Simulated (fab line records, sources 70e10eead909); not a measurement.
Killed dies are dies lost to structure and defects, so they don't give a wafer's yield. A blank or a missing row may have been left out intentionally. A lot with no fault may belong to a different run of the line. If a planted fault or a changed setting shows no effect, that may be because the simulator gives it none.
fab line records	flow nand_harc
[record] lots = 24	wafers = 72	last_day = 24
route steps=1159 shown A_BLC@976 A_M0@1011
lots that met no fault: taken from a fault-free run of the same line
start_h: the number of hours between the record's first day and the start of the first shown wafer of the lot	wait_h: hours from the lot's prior step to this one	" identical to the entry in the row above	L1.1+2: one row covering several wafers at once	- either no value or no given start	* or withheld: withheld	< > ~ a bound
route shown NAME@n: a module of which the file shows steps, and the number in the route of the first	usual: mean and standard deviation over wafers with no fault	same: alike in all rows	chamber/n: place in a boat	sites: the reading at each site	_std_site: standard deviation across them	_edge_site: the outer-site mean with the inner-site mean subtracted	radius_mm: for every site, how far away it sits from the centre of the wafer	mask NAME#n: copy n	behind: tool/chamber where the wafer was last shaped	hold: what put the lot on hold/how long, in hours/how the hold closed	device: which transistor (n, p or np) failed to switch	end of line: the tests these same wafers got at the end of their route	a step without rows: its recipe alone	killed: dies lost to structure and defects at the first sort, not the wafer's yield	map: the dies of a wafer, with x for killed, . for not killed, _ for no die there
set.NAME: the setting that was run; set.NAME@STEP: the one run at that earlier step	model.NAME: the simulator's own value behind a step, which no gauge read
route steps across a sampled set of lots; one table per step, one row per wafer
services: from which hour (start_h, from the record's first day; less than 0 if before it) a tool's chamber was out of use, for how many hours, and why
[[steps]]
[step NHARC_A_BLC_INSPECT_12]
[usual] raw_defect_count = 30/15
lot.wafer	tool	chamber	start_h	wait_h	raw_defect_count
L074.1	defect_inspect-01	-	387.33	0.1	28
L074.4	"	-	"	"	36
L074.6	"	-	"	"	29
L077.1	defect_inspect-02	-	406.52	0.0	9
L077.3	"	-	"	"	9
L077.6	"	-	"	"	12
L075.4	defect_inspect-01	-	408.82	0.0	28
L075.5	"	-	"	"	38
L075.6	"	-	"	"	36
L078.2	defect_inspect-01	-	425.45	0.0	17
L078.4	"	-	"	"	20
L078.6	"	-	"	"	22
L076.1	defect_inspect-01	-	425.74	0.0	22
L076.3	"	-	"	"	22
L076.6	"	-	"	"	20
L079.2	defect_inspect-01	-	426.23	0.0	8
L079.4	"	-	"	"	7
L079.6	"	-	"	"	9
L080.1	defect_inspect-02	-	430.83	0.0	25
L080.5	"	-	"	"	18
L080.6	"	-	"	"	30
L081.1	defect_inspect-01	-	431.88	0.0	47
L081.4	"	-	"	"	30
L081.6	"	-	"	"	41
L083.3	defect_inspect-02	-	447.18	0.0	20
L083.4	"	-	"	"	11
L083.5	"	-	"	"	20
L082.2	defect_inspect-01	-	449.51	0.0	55
L082.4	"	-	"	"	57
L082.6	"	-	"	"	42
L085.1	defect_inspect-01	-	457.90	0.0	49
L085.5	"	-	"	"	47
L085.6	"	-	"	"	32
L084.2	defect_inspect-01	-	458.86	0.0	14
L084.4	"	-	"	"	17
L084.5	"	-	"	"	20
L088.1	defect_inspect-02	-	465.03	0.0	14
L088.4	"	-	"	"	18
L088.5	"	-	"	"	10
L086.1	defect_inspect-01	-	467.99	0.0	24
L086.2	"	-	"	"	23
L086.4	"	-	"	"	21
L087.2	defect_inspect-01	-	473.45	0.1	42
L087.3	"	-	"	"	50
L087.6	"	-	"	"	44
L090.1	defect_inspect-01	-	474.60	0.0	35
L090.4	"	-	"	"	38
L090.6	"	-	"	"	42
L089.2	defect_inspect-01	-	475.42	0.0	29
L089.4	"	-	"	"	44
L089.5	"	-	"	"	43
L091.1	defect_inspect-01	-	494.09	0.0	43
L091.3	"	-	"	"	54
L091.6	"	-	"	"	54
L092.1	defect_inspect-01	-	494.48	0.0	27
L092.4	"	-	"	"	16
L092.6	"	-	"	"	15
L093.2	defect_inspect-02	-	496.46	0.0	26
L093.3	"	-	"	"	14
L093.6	"	-	"	"	13
L097.1	defect_inspect-02	-	514.71	0.0	31
L097.4	"	-	"	"	34
L097.6	"	-	"	"	38
L095.2	defect_inspect-01	-	519.34	0.0	46
L095.3	"	-	"	"	51
L095.5	"	-	"	"	46
L094.3	defect_inspect-02	-	519.93	0.0	53
L094.5	"	-	"	"	61
L094.6	"	-	"	"	58
L096.1	defect_inspect-01	-	522.71	0.1	14
L096.2	"	-	"	"	13
L096.4	"	-	"	"	20
[step NHARC_A_BLC_DEGAS_30]
[recipe] temp_c = 300	time_s = 60
[usual] heater_power_w = 471/51
lot.wafer	tool	chamber	start_h	wait_h	heater_power_w
L074.1	pvd_sputter-01	-	388.98	-	540
L074.4	"	-	"	"	443
L074.6	"	-	"	"	505
L077.1	pvd_sputter-02	-	408.20	-	459
L077.3	"	-	"	"	488
L077.6	"	-	"	"	509
L075.4	pvd_sputter-02	-	410.50	-	470
L075.5	"	-	"	"	476
L075.6	"	-	"	"	408
L078.2	pvd_sputter-03	-	427.10	-	423
L078.4	"	-	"	"	426
L078.6	"	-	"	"	548
L076.3	pvd_sputter-02	-	427.41	-	403
L076.1	"	-	"	"	470
L076.6	"	-	"	"	405
L079.4	pvd_sputter-01	-	428.04	-	445
L079.2	"	-	"	"	412
L079.6	"	-	"	"	455
L080.1	pvd_sputter-03	-	432.98	-	417
L080.6	"	-	"	"	433
L080.5	"	-	"	"	465
L081.4	pvd_sputter-01	-	433.68	-	531
L081.1	"	-	"	"	417
L081.6	"	-	"	"	528
L083.3	pvd_sputter-03	-	448.84	-	419
L083.4	"	-	"	"	411
L083.5	"	-	"	"	523
L082.4	pvd_sputter-01	-	451.14	-	528
L082.2	"	-	"	"	413
L082.6	"	-	"	"	530
L085.1	pvd_sputter-01	-	459.79	-	532
L085.5	"	-	"	"	529
L085.6	"	-	"	"	535
L084.4	pvd_sputter-02	-	460.50	-	465
L084.2	"	-	"	"	501
L084.5	"	-	"	"	503
L088.4	pvd_sputter-02	-	466.66	-	470
L088.1	"	-	"	"	489
L088.5	"	-	"	"	470
L086.1	pvd_sputter-01	-	469.65	-	437
L086.4	"	-	"	"	425
L086.2	"	-	"	"	531
L087.3	pvd_sputter-01	-	475.14	-	410
L087.2	"	-	"	"	518
L087.6	"	-	"	"	441
L090.4	pvd_sputter-03	-	476.35	-	412
L090.1	"	-	"	"	450
L090.6	"	-	"	"	411
L089.4	pvd_sputter-02	-	477.08	-	405
L089.2	"	-	"	"	511
L089.5	"	-	"	"	514
L091.3	pvd_sputter-02	-	495.76	-	509
L091.1	"	-	"	"	457
L091.6	"	-	"	"	468
L092.1	pvd_sputter-03	-	496.34	-	578
L092.4	"	-	"	"	452
L092.6	"	-	"	"	579
L093.2	pvd_sputter-02	-	498.14	-	473
L093.3	"	-	"	"	407
L093.6	"	-	"	"	470
L097.4	pvd_sputter-01	-	516.35	-	438
L097.1	"	-	"	"	524
L097.6	"	-	"	"	418
L095.3	pvd_sputter-03	-	520.98	-	421
L095.2	"	-	"	"	580
L095.5	"	-	"	"	403
L094.3	pvd_sputter-03	-	521.67	-	409
L094.6	"	-	"	"	417
L094.5	"	-	"	"	571
L096.2	pvd_sputter-02	-	524.34	-	506
L096.1	"	-	"	"	452
L096.4	"	-	"	"	504
[step NHARC_A_M0_STRIP_18]
[recipe] power_w = 1000	n2_flow_sccm = 150	h2_flow_sccm = 150	ar_flow_sccm = 0	bias_w = 0	chemistry = N2/H2
[usual] drypump_motor_current_A = 5.7/0.52	oes_product_au = 1.000/0.0067	rf_vpp_V = 90.4/1	showerhead_plenum_p_Torr = 2.01/0.087	throttle_valve_pct = 14.172/0.0089
lot.wafer	tool	chamber	start_h	wait_h	drypump_motor_current_A	oes_product_au	rf_hours_counter_h	rf_vpp_V	showerhead_plenum_p_Torr	throttle_valve_pct
L074.1	rie_diel-05	1	401.25	0.1	5.1	0.994	3	89.8	1.91	14.186
L074.4	"	3	"	"	6.1	1.010	-	91.7	2.05	14.165
L074.6	"	0	"	"	4.9	1.002	-	90.4	1.94	14.182
L077.3	rie_diel-05	1	411.15	0.1	5.1	0.987	4	90.0	1.91	14.165
L077.1	"	2	"	"	6.6	0.991	3	90.8	2.13	14.159
L077.6	"	1	"	"	5.1	1.008	-	88.6	1.91	14.182
L075.4	rie_diel-05	2	413.40	0.1	6.6	0.989	3	91.8	2.13	14.168
L075.6	"	3	"	"	6.1	0.996	-	91.4	2.05	14.174
L075.5	"	0	"	"	4.9	0.997	-	89.6	1.94	14.178
L078.2	rie_diel-03	1	431.83	0.1	5.4	0.990	1	90.0	1.92	14.159
L078.4	"	0	"	"	5.8	1.002	1	89.5	1.96	14.173
L078.6	"	2	"	"	6.2	1.008	-	87.9	1.89	14.188
L076.3	rie_diel-03	3	432.22	0.1	5.9	1.001	1	90.8	1.99	14.177
L076.1	"	1	"	"	5.3	0.989	1	89.9	1.92	14.172
L076.6	"	0	"	"	5.8	1.007	-	90.3	1.96	14.165
L079.4	rie_diel-05	1	432.27	0.1	5.1	0.996	6	88.3	1.91	14.187
L079.2	"	2	"	"	6.6	1.000	4	91.6	2.13	14.182
L079.6	"	2	"	"	6.6	0.991	-	92.7	2.13	14.176
L080.1	rie_diel-03	3	439.05	0.1	5.9	1.013	1	88.7	1.99	14.160
L080.5	"	3	"	"	5.9	1.004	-	90.0	1.99	14.167
L080.6	"	0	"	"	5.8	1.012	-	90.8	1.96	14.173
L081.1	rie_diel-10	0	439.21	0.1	5.3	0.996	6	91.2	2.05	14.183
L081.4	"	0	"	"	5.3	0.997	-	89.0	2.05	14.184
L081.6	"	3	"	"	5.6	0.999	-	90.9	2.15	14.166
L083.3	rie_diel-05	2	451.72	0.1	6.6	0.992	6	91.8	2.13	14.189
L083.4	"	0	"	"	4.9	0.997	6	89.4	1.93	14.161
L083.5	"	2	"	"	6.6	0.992	-	91.1	2.13	14.172
L082.2	rie_diel-05	1	454.01	0.1	5.1	1.009	7	90.3	1.91	14.164
L082.4	"	3	"	"	6.1	0.990	7	90.1	2.05	14.178
L082.6	"	2	"	"	6.6	1.001	-	92.2	2.13	14.161
L085.1	rie_diel-10	2	465.06	0.1	5.2	0.998	8	91.7	2.12	14.176
L085.6	"	2	"	"	5.2	1.006	-	92.1	2.12	14.173
L085.5	"	3	"	"	5.7	1.015	-	90.8	2.15	14.186
L084.2	rie_diel-10	2	466.31	0.1	5.2	1.007	8	91.2	2.12	14.175
L084.4	"	0	"	"	5.3	1.009	8	90.4	2.05	14.171
L084.5	"	1	"	"	5.7	1.000	-	92.1	2.06	14.162
L088.4	rie_diel-05	0	469.57	0.1	4.9	1.000	7	90.6	1.93	14.178
L088.1	"	1	"	"	5.1	0.997	8	88.3	1.91	14.176
L088.5	"	2	"	"	6.6	0.995	-	92.2	2.13	14.166
L086.1	rie_diel-10	0	475.37	0.1	5.3	1.004	9	90.8	2.05	14.176
L086.2	"	1	"	"	5.7	1.004	7	89.4	2.06	14.179
L086.4	"	3	"	"	5.6	0.999	8	90.2	2.15	14.164
L087.2	rie_diel-03	0	478.59	0.1	5.7	1.005	4	90.5	1.96	14.181
L087.3	"	1	"	"	5.3	1.002	4	90.2	1.92	14.172
L087.6	"	3	"	"	5.9	1.006	-	90.2	1.98	14.165
L090.1	rie_diel-10	3	484.48	0.1	5.6	1.008	9	90.2	2.15	14.170
L090.4	"	1	"	"	5.7	0.999	8	90.6	2.06	14.164
L090.6	"	2	"	"	5.2	1.004	-	91.5	2.12	14.171
L089.4	rie_diel-05	2	485.00	0.1	6.6	0.992	8	93.0	2.13	14.173
L089.2	"	3	"	"	6.1	0.994	9	91.1	2.05	14.181
L089.5	"	1	"	"	5.1	1.004	-	90.4	1.91	14.173
L091.1	rie_diel-10	1	500.55	0.1	5.7	1.002	8	90.7	2.06	14.159
L091.3	"	3	"	"	5.6	1.004	10	92.6	2.15	14.183
L091.6	"	0	"	"	5.3	0.994	-	88.9	2.05	14.189
L092.1	rie_diel-05	0	505.28	0.1	4.9	1.009	10	90.3	1.93	14.176
L092.4	"	1	"	"	5.1	1.005	11	90.8	1.91	14.180
L092.6	"	3	"	"	6.1	1.006	-	91.5	2.05	14.177
L093.2	rie_diel-05	3	505.66	0.1	6.1	0.994	11	90.6	2.05	14.180
L093.3	"	2	"	"	6.6	0.993	10	90.8	2.13	14.187
L093.6	"	0	"	"	4.9	0.992	-	89.0	1.93	14.166
L097.1	rie_diel-03	1	519.23	0.1	5.3	0.996	7	90.0	1.92	14.164
L097.4	"	2	"	"	6.2	0.997	6	90.2	1.89	14.155
L097.6	"	1	"	"	5.3	0.989	-	90.1	1.92	14.171
L095.2	rie_diel-03	3	524.08	0.1	5.9	1.010	8	91.7	1.98	14.160
L095.3	"	0	"	"	5.8	1.001	8	90.8	1.96	14.168
L095.5	"	2	"	"	6.1	0.992	-	90.4	1.89	14.180
L094.3	rie_diel-03	1	524.57	0.1	5.4	0.998	8	90.8	1.92	14.151
L094.5	"	3	"	"	5.9	1.011	-	90.0	1.98	14.167
L094.6	"	0	"	"	5.8	1.007	-	91.0	1.96	14.172
L096.4	rie_diel-05	2	527.20	0.1	6.5	0.999	0	91.6	2.13	14.171
L096.1	"	0	"	"	4.9	0.998	0	90.3	1.93	14.172
L096.2	"	1	"	"	5.1	0.992	0	90.0	1.91	14.193
[step NHARC_A_M0_DEGAS_28]
[recipe] temp_c = 250	time_s = 60
[usual] heater_power_w = 335/31
lot.wafer	tool	chamber	start_h	wait_h	heater_power_w
L074.4	pvd_sputter-01	-	401.88	-	374
L074.1	"	-	"	"	309
L074.6	"	-	"	"	364
L077.3	pvd_sputter-02	-	411.68	-	339
L077.1	"	-	"	"	361
L077.6	"	-	"	"	355
L075.4	pvd_sputter-02	-	413.88	-	324
L075.6	"	-	"	"	357
L075.5	"	-	"	"	333
L078.2	pvd_sputter-03	-	432.38	-	304
L078.4	"	-	"	"	338
L078.6	"	-	"	"	297
L076.3	pvd_sputter-02	-	432.78	-	356
L076.1	"	-	"	"	291
L076.6	"	-	"	"	332
L079.2	pvd_sputter-01	-	432.82	-	304
L079.4	"	-	"	"	379
L079.6	"	-	"	"	388
L080.1	pvd_sputter-02	-	439.60	-	361
L080.6	"	-	"	"	293
L080.5	"	-	"	"	364
L081.4	pvd_sputter-03	-	439.82	-	327
L081.1	"	-	"	"	305
L081.6	"	-	"	"	375
L083.4	pvd_sputter-03	-	452.25	-	301
L083.3	"	-	"	"	301
L083.5	"	-	"	"	342
L082.2	pvd_sputter-01	-	454.56	-	303
L082.4	"	-	"	"	371
L082.6	"	-	"	"	299
L085.1	pvd_sputter-02	-	465.63	-	348
L085.5	"	-	"	"	289
L085.6	"	-	"	"	361
L084.2	pvd_sputter-01	-	466.82	-	303
L084.4	"	-	"	"	319
L084.5	"	-	"	"	377
L088.4	pvd_sputter-02	-	470.08	-	296
L088.1	"	-	"	"	355
L088.5	"	-	"	"	295
L086.4	pvd_sputter-02	-	475.91	-	343
L086.1	"	-	"	"	290
L086.2	"	-	"	"	338
L087.2	pvd_sputter-01	-	479.11	-	295
L087.3	"	-	"	"	325
L087.6	"	-	"	"	299
L090.4	pvd_sputter-02	-	485.01	-	366
L090.1	"	-	"	"	320
L090.6	"	-	"	"	359
L089.2	pvd_sputter-01	-	485.54	-	305
L089.4	"	-	"	"	383
L089.5	"	-	"	"	328
L091.3	pvd_sputter-02	-	501.08	-	290
L091.1	"	-	"	"	328
L091.6	"	-	"	"	297
L092.1	pvd_sputter-02	-	505.79	-	353
L092.4	"	-	"	"	331
L092.6	"	-	"	"	295
L093.3	pvd_sputter-01	-	506.21	-	307
L093.2	"	-	"	"	364
L093.6	"	-	"	"	313
L097.1	pvd_sputter-02	-	519.76	-	355
L097.4	"	-	"	"	334
L097.6	"	-	"	"	296
L095.3	pvd_sputter-02	-	524.64	-	332
L095.2	"	-	"	"	294
L095.5	"	-	"	"	336
L094.3	pvd_sputter-02	-	525.07	-	338
L094.6	"	-	"	"	357
L094.5	"	-	"	"	336
L096.4	pvd_sputter-02	-	527.75	-	334
L096.1	"	-	"	"	349
L096.2	"	-	"	"	287
[step NHARC_A_M0_ANNEAL_30]
[recipe] temp_c = 225	time_s = 90
[usual] wafer_temp_C_max = 226.2/0.38
lot.wafer	tool	chamber	start_h	wait_h	wafer_temp_C_max
L074.1	rtp_anneal-02	0	402.66	-	226.7
L074.4	"	0	"	"	226.2
L074.6	"	0	"	"	226.3
L077.1	rtp_anneal-01	0	412.42	0.3	226.1
L077.3	"	0	"	"	226.1
L077.6	"	0	"	"	225.6
L075.4	rtp_anneal-02	0	414.76	0.3	226.7
L075.5	"	0	"	"	226.3
L075.6	"	0	"	"	226.8
L078.2	rtp_anneal-02	0	433.17	0.3	226.4
L078.4	"	0	"	"	226.8
L078.6	"	0	"	"	226.6
L076.1	rtp_anneal-01	0	433.70	0.5	225.6
L076.3	"	0	"	"	225.6
L076.6	"	0	"	"	225.8
L079.2	rtp_anneal-02	0	433.87	0.4	226.0
L079.4	"	0	"	"	226.4
L079.6	"	0	"	"	226.0
L080.1	rtp_anneal-01	0	440.34	0.3	225.5
L080.5	"	0	"	"	225.6
L080.6	"	0	"	"	225.9
L081.1	rtp_anneal-02	0	440.64	0.3	226.5
L081.4	"	0	"	"	227.2
L081.6	"	0	"	"	226.7
L083.3	rtp_anneal-02	0	453.10	0.3	226.5
L083.4	"	0	"	"	226.9
L083.5	"	0	"	"	226.4
L082.2	rtp_anneal-02	0	455.65	-	226.1
L082.4	"	0	"	"	226.9
L082.6	"	0	"	"	226.2
L085.1	rtp_anneal-02	0	466.34	-	226.0
L085.5	"	0	"	"	226.7
L085.6	"	0	"	"	226.6
L084.2	rtp_anneal-01	0	467.61	0.4	225.5
L084.4	"	0	"	"	226.0
L084.5	"	0	"	"	225.8
L088.1	rtp_anneal-01	0	470.81	-	226.0
L088.4	"	0	"	"	226.2
L088.5	"	0	"	"	226.0
L086.1	rtp_anneal-02	0	476.64	-	226.6
L086.2	"	0	"	"	226.4
L086.4	"	0	"	"	226.4
L087.2	rtp_anneal-01	0	479.89	-	225.8
L087.3	"	0	"	"	226.2
L087.6	"	0	"	"	225.8
L090.1	rtp_anneal-02	0	485.74	-	226.3
L090.4	"	0	"	"	226.3
L090.6	"	0	"	"	226.3
L089.2	rtp_anneal-02	0	486.33	0.4	226.0
L089.4	"	0	"	"	226.5
L089.5	"	0	"	"	226.4
L091.1	rtp_anneal-02	0	501.84	0.4	226.4
L091.3	"	0	"	"	226.2
L091.6	"	0	"	"	226.2
L092.1	rtp_anneal-02	0	506.54	0.3	227.1
L092.4	"	0	"	"	226.3
L092.6	"	0	"	"	227.0
L093.2	rtp_anneal-01	0	507.00	-	225.9
L093.3	"	0	"	"	225.9
L093.6	"	0	"	"	226.1
L097.1	rtp_anneal-02	0	520.48	-	226.3
L097.4	"	0	"	"	226.4
L097.6	"	0	"	"	226.2
L095.2	rtp_anneal-01	0	525.55	0.3	225.8
L095.3	"	0	"	"	226.1
L095.5	"	0	"	"	225.9
L094.3	rtp_anneal-01	0	526.04	0.3	226.1
L094.5	"	0	"	"	225.8
L094.6	"	0	"	"	226.5
L096.1	rtp_anneal-01	0	528.49	0.3	225.8
L096.2	"	0	"	"	225.8
L096.4	"	0	"	"	225.9
[step NHARC_A_M0_PRE_CLEAN_31]
[recipe] time_s = 12	temp_c = 370	rf_power_w = 300	gas = NH3
[usual] heater_power_w = 655/64
lot.wafer	tool	chamber	start_h	wait_h	heater_power_w
L074.1	pecvd-03	1	403.77	0.3	671
L074.4	"	0	"	"	660
L074.6	"	1	"	"	676
L077.3	pecvd-03	2	413.43	0.1	577
L077.1	"	1	"	"	614
L077.6	"	2	"	"	569
L075.6	pecvd-01	1	415.56	0.1	654
L075.4	"	2	"	"	688
L075.5	"	0	"	"	594
L078.2	pecvd-02	1	434.02	0.1	621
L078.6	"	2	"	"	640
L078.4	"	0	"	"	735
L076.1	pecvd-03	1	434.58	0.1	614
L076.3	"	0	"	"	553
L076.6	"	2	"	"	618
L079.2	pecvd-02	2	434.73	0.1	687
L079.4	"	1	"	"	698
L079.6	"	2	"	"	666
L080.1	pecvd-02	0	441.23	0.1	750
L080.5	"	2	"	"	723
L080.6	"	0	"	"	765
L081.1	pecvd-01	2	441.55	0.1	692
L081.6	"	1	"	"	543
L081.4	"	2	"	"	673
L083.3	pecvd-01	0	454.21	0.4	642
L083.5	"	0	"	"	647
L083.4	"	1	"	"	576
L082.2	pecvd-03	0	456.54	0.1	558
L082.6	"	2	"	"	662
L082.4	"	0	"	"	577
L085.1	pecvd-01	0	467.23	0.1	602
L085.5	"	0	"	"	588
L085.6	"	1	"	"	636
L084.2	pecvd-03	2	468.77	0.4	631
L084.4	"	2	"	"	651
L084.5	"	0	"	"	576
L088.1	pecvd-03	0	471.70	0.1	576
L088.5	"	2	"	"	643
L088.4	"	1	"	"	615
L086.2	pecvd-01	2	477.53	0.1	791
L086.1	"	0	"	"	607
L086.4	"	2	"	"	803
L087.2	pecvd-01	0	480.73	0.1	621
L087.3	"	1	"	"	692
L087.6	"	1	"	"	698
L090.1	pecvd-03	2	486.67	0.1	597
L090.6	"	0	"	"	661
L090.4	"	1	"	"	697
L089.2	pecvd-03	2	488.27	1.2	647
L089.5	"	2	"	"	654
L089.4	"	0	"	"	697
L091.1	pecvd-03	1	502.75	0.1	674
L091.3	"	2	"	"	611
L091.6	"	0	"	"	695
L092.1	pecvd-01	2	507.43	0.1	811
L092.4	"	2	"	"	827
L092.6	"	0	"	"	575
L093.2	pecvd-02	2	507.99	0.1	697
L093.3	"	0	"	"	741
L093.6	"	1	"	"	628
L097.1	pecvd-03	2	521.41	0.1	628
L097.4	"	2	"	"	602
L097.6	"	0	"	"	633
L095.2	pecvd-01	2	526.41	0.1	713
L095.3	"	0	"	"	568
L095.5	"	1	"	"	594
L094.3	pecvd-01	0	526.84	0.1	631
L094.5	"	2	"	"	824
L094.6	"	0	"	"	657
L096.1	pecvd-01	0	529.38	0.1	591
L096.2	"	2	"	"	822
L096.4	"	1	"	"	669
[[services]]
tool	chamber	start_h	hours	kind
pecvd-03	0	373.80	4.0	repair
pvd_sputter-01	-	376.08	1.0	repair
rie_diel-05	2	382.90	21.9	repair
pvd_sputter-03	-	388.46	0.5	repair
pvd_sputter-03	-	391.83	12.8	repair
pvd_sputter-02	-	392.00	10.0	pm
rie_diel-03	-	392.30	9.0	pm
pvd_sputter-03	-	406.45	8.6	repair
pecvd-03	0	417.01	3.6	repair
pecvd-01	-	418.18	13.0	pm
rie_diel-10	1	418.73	20.9	repair
rie_diel-10	3	430.92	3.0	repair
pvd_sputter-01	-	435.69	2.1	repair
rie_diel-05	3	455.23	4.1	repair
pvd_sputter-03	-	458.00	10.0	pm
pvd_sputter-03	-	471.96	0.8	repair
pecvd-03	-	473.26	13.0	pm
pvd_sputter-01	-	498.02	3.1	repair
rie_diel-03	2	504.50	8.7	repair
pvd_sputter-03	-	507.90	2.0	repair
pecvd-02	-	515.07	13.0	pm
rie_diel-05	-	517.79	9.0	pm
pvd_sputter-01	-	518.10	10.0	pm
pvd_sputter-03	-	522.58	3.6	repair
[[key]]
fault none
